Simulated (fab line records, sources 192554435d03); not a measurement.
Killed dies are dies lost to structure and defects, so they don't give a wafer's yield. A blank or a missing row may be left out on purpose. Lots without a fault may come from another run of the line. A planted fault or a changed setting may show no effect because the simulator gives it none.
Chamber matching | flow n5_finfet | N5_HKMG_FIN_ALD_75 on ald_hk-03: 4 sister chambers
The step deposits Al2O3, target thk 1 nm, co reactant pulse time 1 s. 4 wafers are shown with their chamber, then 7 later ones without.

WAFERS WITH THEIR CHAMBER
wafer  | chamber | heater_power_w (W)
L083.3 | 3       | 150
L083.4 | 2       | 164
L084.4 | 1       | 152
L084.5 | 0       | 145

WAFERS WITHOUT THEIR CHAMBER
wafer  | heater_power_w (W)
L084.6 | 152
L086.3 | 142
L086.5 | 165
L086.6 | 154
L087.2 | 140
L087.4 | 149
L087.6 | 161

WHICH CHAMBER EACH WENT THROUGH
wafer  | from the rows above          | in truth
L084.6 | can't be placed: 1 or 3      | 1
L086.3 | can't be placed: 0 or 3      | 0
L086.5 | 2                            | 2
L086.6 | can't be placed: 1 or 3      | 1
L087.2 | can't be placed: 0 or 3      | 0
L087.4 | can't be placed: 3 or 1 or 0 | 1
L087.6 | 2                            | 2
Placed correctly: 2 of 7. Can't be placed from these rows: 5 (the true chamber is among the candidates in 5). Placed wrongly: 0.
How it was worked out, from the rows above alone: a wafer's distance from a chamber is the root of the sum, over the readings, of the square of ((its reading less the chamber's mean) divided by the reading's scatter). The wafer belongs to the nearest chamber; if the next one is less than 2 further off, it can't be placed. A chamber's mean is the mean of its shown wafers. The scatter: with one shown wafer a chamber, the root of the mean of the squares of how far each hidden wafer lies from its nearest shown one.
